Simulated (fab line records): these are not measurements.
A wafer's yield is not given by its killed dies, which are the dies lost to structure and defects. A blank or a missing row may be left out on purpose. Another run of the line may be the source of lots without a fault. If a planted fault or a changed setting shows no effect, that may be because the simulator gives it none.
Matching of chambers / flow n5 finfet / N5_BEOL_M0_SAQP_PECVD_00 on pecvd-02 has 3 sister chambers
The step deposits SiCN from 3MS/NH3, target thk 8 nm, time 14 s. 6 wafers are shown with their chamber, then 9 later ones without.

== WAFERS, EACH WITH ITS CHAMBER ==
wafer=L079.2; chamber=2; throttle valve pct (%)=9.2; showerhead plenum p Torr (Torr)=3.663
wafer=L080.4; chamber=0; throttle valve pct (%)=9.5; showerhead plenum p Torr (Torr)=3.676
wafer=L080.6; chamber=2; throttle valve pct (%)=9.1; showerhead plenum p Torr (Torr)=3.674
wafer=L085.1; chamber=1; throttle valve pct (%)=9.6; showerhead plenum p Torr (Torr)=3.647
wafer=L085.4; chamber=1; throttle valve pct (%)=9.6; showerhead plenum p Torr (Torr)=3.649
wafer=L085.5; chamber=0; throttle valve pct (%)=9.6; showerhead plenum p Torr (Torr)=3.665

== WAFERS WHOSE CHAMBER IS MISSING ==
wafer=L088.1; throttle valve pct (%)=9.5; showerhead plenum p Torr (Torr)=3.666
wafer=L088.2; throttle valve pct (%)=9.0; showerhead plenum p Torr (Torr)=3.655
wafer=L088.3; throttle valve pct (%)=9.4; showerhead plenum p Torr (Torr)=3.659
wafer=L088.4; throttle valve pct (%)=9.6; showerhead plenum p Torr (Torr)=3.668
wafer=L088.5; throttle valve pct (%)=9.2; showerhead plenum p Torr (Torr)=3.656
wafer=L088.6; throttle valve pct (%)=9.1; showerhead plenum p Torr (Torr)=3.666
wafer=L097.1; throttle valve pct (%)=9.6; showerhead plenum p Torr (Torr)=3.662
wafer=L097.2; throttle valve pct (%)=9.6; showerhead plenum p Torr (Torr)=3.663
wafer=L097.6; throttle valve pct (%)=9.3; showerhead plenum p Torr (Torr)=3.653

== EACH ONE'S CHAMBER ==
wafer=L088.1; from the rows above=0; in truth=0
wafer=L088.2; from the rows above=2; in truth=2
wafer=L088.3; from the rows above=can't be placed: 0 or 1 or 2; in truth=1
wafer=L088.4; from the rows above=0; in truth=0
wafer=L088.5; from the rows above=2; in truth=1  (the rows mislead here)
wafer=L088.6; from the rows above=2; in truth=2
wafer=L097.1; from the rows above=can't be placed: 0 or 1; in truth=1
wafer=L097.2; from the rows above=can't be placed: 0 or 1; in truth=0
wafer=L097.6; from the rows above=can't be placed: 2 or 0 or 1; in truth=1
Correctly placed: 4 of 9. Can't be placed from these rows: 4 (the true chamber is among the candidates in 4). 1 placed wrongly.
How it was worked out, from the rows above alone: a wafer's distance from a chamber is the root of the sum, over the readings, of the square of ((its reading less the chamber's mean) divided by the reading's scatter). The wafer belongs to the nearest chamber; if the next one is less than 2 further off, it can't be placed. Each chamber's mean is taken over the wafers shown for it. How the scatter is found: for the shown wafers, subtract from each reading the mean of its chamber, square and add these, divide the total by (wafers less chambers), then take the root.
